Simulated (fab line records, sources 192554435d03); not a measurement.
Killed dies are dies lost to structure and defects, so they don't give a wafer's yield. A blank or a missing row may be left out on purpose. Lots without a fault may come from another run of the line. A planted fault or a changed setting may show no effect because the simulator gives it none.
fab line records | flow n5_finfet | part 2 of 2: steps 5 to 6 of 6
record lots=20 wafers=60 last_day=19
route steps=1938 shown FIN_CUT@172 STI_FIN_REVEAL@207 DUMMY_GATE@235 SD_EPI_N@289
lots that met no fault: from a run of the same line without faults
start_h: hours from the record's first day to the start of the lot's first wafer shown | wait_h: hours since the lot's step before | " the same as in the row above | L1.1+2: a row that stands for several wafers | - no value, or no start given | * or withheld: withheld | < > ~ a bound
route shown NAME@n: a module of which the file shows steps, and the number in the route of the first | usual: mean/standard deviation of fault-free wafers | same: alike in all rows | chamber/n: place in a boat | sites: the reading at each site | _std_site: their standard deviation | _edge_site: outer sites' mean less inner sites' | radius_mm: how far each site lies from the wafer's centre | mask NAME#n: copy n | behind: the tool/chamber that last shaped the wafer | hold: why the lot was held/for how many hours/how that ended | device: the transistor (n, p or np) that didn't switch | end of line: the same wafers' tests at the end of the route | a step without rows: its recipe alone | killed: dies lost to structure and defects at the first sort, not the wafer's yield | map: a wafer's dies, x killed, . not, _ none there
set.NAME: the setting as run; set.NAME@STEP: as run at that earlier step | model.NAME: the simulator's own value behind a step, which no gauge read
steps of the route over a sample of lots; a table a step, a row a wafer
services: from which hour (start_h, from the record's first day; less than 0 if before it) a tool's chamber was out of use, for how many hours, and why
## steps
# step N5_DUMMY_GATE_ETCH_23
# recipe chemistry=HBr/Cl2/O2 HBr_flow_sccm=150 Cl2_flow_sccm=80 O2_flow_sccm=12 bias_w=102 target_depth_a=410 time_s=22.3 target=poly-Si mask_material=SiO2 pressure_mtorr=10 icp_w=800
# usual O2_flow_sccm=12.00/0.034 drypump_motor_current_A=5.6/0.38 oes_o_777_au=1.00/0.056 oes_product_au=1.001/0.02 rf_fwd_power_W=794/3.3 throttle_valve_pct=37.3/0.54
# columns lot.wafer tool chamber start_h wait_h O2_flow_sccm drypump_motor_current_A oes_o_777_au oes_product_au rf_fwd_power_W rf_hours_counter_h throttle_valve_pct
L074.2 rie_si-05 1 46.52 0.0 12.00 5.8 0.92 1.001 795 148 37.8
L074.3 " 2 " " 12.01 5.3 1.03 1.011 788 77 36.6
L074.5 " 2 " " 12.04 5.3 1.03 1.022 787 - 36.6
L075.3 rie_si-02 0 54.40 0.0 12.02 5.5 0.99 0.997 788 122 37.3
L075.4 " 3 " " 12.05 6.6 1.02 1.010 797 203 37.3
L075.6 " 1 " " 11.98 5.7 1.13 1.020 793 - 37.5
L077.1 rie_si-06 2 74.18 0.0 11.97 5.4 0.91 0.980 794 142 37.3
L077.2 " 3 " " 12.01 5.1 1.04 1.016 788 150 37.3
L077.5 " 0 " " 11.98 5.8 1.00 1.006 799 - 36.3
L078.2 rie_si-06 1 78.04 0.0 12.01 5.4 0.97 0.969 793 175 37.1
L078.3 " 2 " " 11.98 5.4 0.92 0.965 798 142 37.3
L078.6 " 2 " " 12.00 5.4 0.93 0.970 796 - 37.3
L079.1 rie_si-05 0 82.02 0.0 12.01 5.2 1.01 0.977 797 160 37.2
L079.2 " 3 " " 11.97 5.5 0.96 0.975 793 144 37.2
L079.3 " 1 " " 11.96 5.8 0.92 1.010 794 149 37.8
L080.1 rie_si-06 3 84.77 0.0 12.06 5.1 1.03 1.010 796 150 37.3
L080.3 " 0 " " 11.99 5.8 1.00 1.013 799 107 36.3
L080.4 " 2 " " 11.99 5.4 0.91 0.971 793 142 37.3
L081.1 rie_si-05 3 89.94 0.0 11.97 5.5 0.96 0.985 799 144 37.2
L081.2 " 2 " " 12.02 5.3 1.02 1.027 796 78 36.6
L081.4 " 1 " " 11.96 5.8 0.92 1.006 793 149 37.8
L082.1 rie_si-02 3 94.48 0.0 11.98 6.6 1.01 1.012 800 0 37.7
L082.2 " 0 " " 12.08 5.4 0.98 1.006 789 123 37.3
L082.5 " 2 " " 11.98 5.7 1.00 1.024 797 - 38.4
L083.1 rie_si-05 2 103.15 0.0 12.05 5.3 1.02 1.027 791 78 36.6
L083.2 " 1 " " 11.92 5.8 0.92 0.989 791 149 37.8
L083.5 " 3 " " 11.97 5.5 0.96 0.976 796 - 37.2
L084.2 rie_si-06 0 108.37 0.0 11.97 5.8 0.99 1.012 796 108 36.3
L084.4 " 3 " " 11.95 5.0 1.03 1.000 792 150 37.3
L084.6 " 1 " " 12.02 5.4 0.97 0.974 789 - 37.1
L085.3 rie_si-05 3 115.06 0.0 12.01 5.5 0.96 0.991 796 145 37.2
L085.5 " 3 " " 11.98 5.5 0.95 0.976 798 - 37.2
L085.6 " 2 " " 12.05 5.3 1.03 1.017 792 - 36.6
L086.1 rie_si-02 3 121.50 0.0 11.98 6.7 1.01 1.007 795 1 37.7
L086.2 " 1 " " 12.01 5.8 1.13 1.004 791 95 37.5
L086.4 " 3 " " 12.00 6.7 1.01 1.010 799 - 37.7
L087.4 rie_si-05 3 126.02 0.0 12.00 5.5 0.96 0.989 793 145 37.2
L087.5 " 3 " " 12.00 5.5 0.96 0.983 795 - 37.2
L087.6 " 2 " " 11.94 5.3 1.03 1.016 789 - 36.5
L088.1 rie_si-02 3 131.42 0.0 12.04 6.6 1.01 0.995 800 1 37.7
L088.2 " 2 " " 12.05 5.7 1.00 1.025 795 67 38.4
L088.4 " 0 " " 11.98 5.4 0.99 0.991 790 123 37.3
L091.1 rie_si-02 3 149.86 0.0 11.97 6.6 1.01 1.006 798 1 37.6
L091.3 " 1 " " 12.00 5.8 1.14 1.007 793 95 37.4
L091.6 " 2 " " 12.03 5.7 0.99 1.030 792 - 38.4
L093.1 rie_si-02 2 164.81 0.0 11.98 5.7 1.00 1.033 791 68 38.4
L093.3 " 1 " " 12.04 5.8 1.13 1.008 793 96 37.4
L093.5 " 0 " " 11.98 5.5 0.99 1.001 785 - 37.3
L094.1 rie_si-06 2 167.73 0.0 12.01 5.4 0.92 0.950 792 144 37.3
L094.2 " 0 " " 12.03 5.8 1.01 0.998 796 109 36.3
L094.5 " 3 " " 12.04 5.0 1.03 1.017 794 - 37.2
L095.1 rie_si-05 0 173.20 0.0 12.00 5.2 1.01 0.967 797 162 37.2
L095.5 " 1 " " 11.95 5.8 0.92 0.988 791 - 37.8
L095.6 " 0 " " 12.03 5.2 1.01 0.973 796 - 37.2
L096.3 rie_si-06 0 182.28 0.0 12.00 5.8 1.00 1.010 796 109 36.3
L096.5 " 0 " " 12.04 5.8 1.00 1.001 799 - 36.3
L096.6 " 1 " " 11.98 5.5 0.97 0.970 796 - 37.2
L097.1 rie_si-02 3 188.40 0.0 11.98 6.6 1.01 1.017 797 2 37.7
L097.3 " 2 " " 12.02 5.7 1.00 1.036 792 68 38.4
L097.5 " 1 " " 11.98 5.8 1.13 1.009 795 - 37.4
# step N5_SD_EPI_N_EPI_MEAS_23
# recipe mode=xrd
# usual thk_nm=59.2/1.1
# columns lot.wafer tool chamber start_h wait_h thk_nm
L074.2 film_metro-01 - 51.55 1.2 60.1
L074.3 " - " " 59.9
L074.5 " - " " 58.3
L075.3 film_metro-02 - 59.69 0.9 59.8
L075.4 " - " " 60.0
L075.6 " - " " 59.2
L077.1 film_metro-01 - 79.82 1.9 60.0
L077.2 " - " " 59.0
L077.5 " - " " 58.4
L078.2 film_metro-02 - 83.39 1.2 58.0
L078.3 " - " " 60.3
L078.6 " - " " 62.3
L079.1 film_metro-01 - 88.05 1.9 58.5
L079.2 " - " " 59.9
L079.3 " - " " 57.7
L080.1 film_metro-01 - 90.78 1.9 59.5
L080.3 " - " " 58.6
L080.4 " - " " 57.5
L081.1 film_metro-01 - 98.95 2.5 57.0
L081.2 " - " " 59.5
L081.4 " - " " 57.2
L082.1 film_metro-01 - 101.10 1.9 57.3
L082.2 " - " " 58.6
L082.5 " - " " 59.3
L083.1 film_metro-02 - 109.38 1.9 61.6
L083.2 " - " " 61.2
L083.5 " - " " 60.0
L084.2 film_metro-02 - 114.28 1.5 58.5
L084.4 " - " " 58.9
L084.6 " - " " 57.9
L085.3 film_metro-01 - 120.73 1.2 59.6
L085.5 " - " " 61.5
L085.6 " - " " 61.0
L086.1 film_metro-02 - 127.27 1.9 59.1
L086.2 " - " " 60.4
L086.4 " - " " 58.4
L087.4 film_metro-01 - 131.70 0.8 59.0
L087.5 " - " " 58.4
L087.6 " - " " 59.0
L088.1 film_metro-02 - 137.09 1.9 59.8
L088.2 " - " " 58.1
L088.4 " - " " 58.5
L091.1 film_metro-01 - 156.16 1.4 58.3
L091.3 " - " " 56.8
L091.6 " - " " 60.5
L093.1 film_metro-02 - 169.63 1.4 60.6
L093.3 " - " " 58.3
L093.5 " - " " 58.5
L094.1 film_metro-02 - 173.45 1.9 61.1
L094.2 " - " " 60.7
L094.5 " - " " 62.0
L095.1 film_metro-01 - 178.75 1.9 60.2
L095.5 " - " " 59.1
L095.6 " - " " 58.8
L096.3 film_metro-01 - 188.07 1.2 58.6
L096.5 " - " " 58.8
L096.6 " - " " 59.3
L097.1 film_metro-01 - 193.80 1.4 59.7
L097.3 " - " " 57.8
L097.5 " - " " 59.1
## services
# columns tool chamber start_h hours kind
rie_si-05 0 10.40 1.4 repair
rie_diel-05 - 18.49 14.6 pm
rie_si-05 - 19.99 0.4 repair
rie_diel-05 - 36.84 3.3 repair
rie_diel-01 0 41.96 13.1 repair
rie_diel-05 1 47.74 9.5 repair
rie_diel-06 - 55.42 2.8 pm
rie_diel-05 3 59.32 3.6 repair
rie_si-05 0 70.52 6.4 repair
rie_si-05 2 72.74 7.4 repair
rie_diel-05 2 86.52 6.5 repair
rie_si-02 3 88.46 1.3 repair
rie_si-02 1 94.85 5.3 repair
rie_si-02 3 104.93 7.7 repair
rie_si-02 0 116.99 12.4 repair
rie_diel-06 - 132.24 0.2 repair
rie_diel-01 2 137.63 13.2 repair
rie_diel-06 - 142.13 0.4 repair
rie_diel-01 3 145.39 3.7 repair
rie_diel-01 3 150.88 - clean
rie_diel-05 3 162.96 6.1 repair
rie_diel-05 2 176.92 13.9 repair
rie_diel-06 0 177.68 4.9 repair
rie_diel-06 - 185.73 0.7 repair
